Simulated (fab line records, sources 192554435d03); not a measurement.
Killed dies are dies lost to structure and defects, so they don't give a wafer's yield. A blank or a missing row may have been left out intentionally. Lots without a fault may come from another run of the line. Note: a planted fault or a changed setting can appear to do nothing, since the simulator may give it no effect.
What tool caused it? -- flow n5_finfet -- Sampling: 23 lots, 69 wafers, 2 of 1938 route steps

WHAT EACH GAUGE READ, for each wafer
N5_BEOL_M7_CD_MEAS_11 targets a cd of 38.5 nm.
lot,measured,on,cd_nm (nm)
L076,day 10 19:04,cd_sem-03,39.0 38.9 38.6
L078,day 11 05:25,cd_sem-03,38.1 37.8 38.5
L077,day 11 15:37,cd_sem-03,37.9 38.5 37.8
L079,day 11 18:58,cd_sem-02,37.9 38.0 38.4
L080,day 11 19:08,cd_sem-02,38.3 37.5 37.7
L075,day 11 19:17,cd_sem-02,38.4 38.2 37.9
L082,day 12 15:01,cd_sem-01,38.2 38.0 38.7
L081,day 12 15:14,cd_sem-01,38.0 37.9 39.6
L083,day 12 18:20,cd_sem-01,38.1 38.8 37.7
L086,day 13 16:54,cd_sem-01,37.6 38.2 38.1
L084,day 13 20:10,cd_sem-01,37.8 37.9 37.8
L085,day 13 20:13,cd_sem-02,38.7 38.1 38.3
L087,day 14 01:43,cd_sem-02,38.6 38.7 38.7
L088,day 14 17:07,cd_sem-03,38.0 38.9 38.2
L089,day 14 19:08,cd_sem-03,37.4 38.6 38.7
L091,day 14 22:07,cd_sem-02,38.6 38.2 38.7
L090,day 15 04:09,cd_sem-01,39.2 38.9 39.3
L094,day 15 06:24,cd_sem-01,38.0 38.6 38.8
L092,day 15 11:06,cd_sem-03,37.7 38.5 37.9
L093,day 15 17:45,cd_sem-01,37.8 38.9 38.2
L095,day 16 15:39,cd_sem-03,39.5 38.7 38.5
L096,day 16 17:32,cd_sem-02,39.2 38.6 38.9
L097,day 17 19:05,cd_sem-03,39.1 38.9 38.5

N5_BEOL_M7_INSPECT_13: inspects for defects (brightfield).
lot,measured,on,raw_defect_count
L076,day 10 19:08,defect_inspect-02,514 508 526
L078,day 11 05:28,defect_inspect-02,430 588 459
L077,day 11 15:40,defect_inspect-01,504 590 402
L079,day 11 19:02,defect_inspect-02,384 488 396
L080,day 11 19:11,defect_inspect-02,448 454 488
L075,day 11 19:21,defect_inspect-01,464 295 351
L082,day 12 15:04,defect_inspect-01,428 321 461
L081,day 12 15:17,defect_inspect-01,439 506 530
L083,day 12 18:23,defect_inspect-02,647 463 479
L086,day 13 16:58,defect_inspect-01,326 398 323
L084,day 13 20:13,defect_inspect-02,440 430 341
L085,day 13 20:16,defect_inspect-01,471 326 615
L087,day 14 01:46,defect_inspect-02,464 621 494
L088,day 14 17:10,defect_inspect-02,455 467 357
L089,day 14 19:11,defect_inspect-02,346 348 336
L091,day 14 22:11,defect_inspect-02,482 385 250
L090,day 15 04:12,defect_inspect-01,296 326 347
L094,day 15 06:27,defect_inspect-02,497 492 703
L092,day 15 11:10,defect_inspect-02,292 457 341
L093,day 15 17:48,defect_inspect-02,456 436 457
L095,day 16 15:42,defect_inspect-02,508 564 375
L096,day 16 17:35,defect_inspect-01,367 437 505
L097,day 17 19:08,defect_inspect-02,377 573 309

WHAT TOOL EACH LOT RAN ON (gives the tool, then ch and the chambers of the sampled wafers, and finally the start)
There is no process step in the record ahead of these readings.

WHAT THE TOOLS THEMSELVES READ (means of the sampled wafers that have a number; where no wafer has one, the mark that the record gives instead)
The record holds no such reading with a usual standard deviation.

THE ANSWER, worked out from the rows above alone
Rule: usual is defined by the lots themselves. The widest of any qualifying gaps counts: lots, ordered by their means at a reading, are off when they make up no more than a third of the lots, leave a main group of 4 or more, and stand apart from it by 3 or more times the standard deviation of that group's means. If all means in a main group match to the digits the tables above print for the reading, that group is not used. A lot without any number at a reading at which 4 lots or more have one is off too. All remaining lots with rows at the step are treated as sound. After the gauges, taken in route order, come the tools' own readings; for these a lot's mean is taken, as printed above. The first step at which some lot is off is used, and at that step the reading that is off furthest; a lot without a number counts as furthest.
No lot is off at any reading shown: from this, nothing can be told.

WHAT THE SIMULATOR HAD PUT IN
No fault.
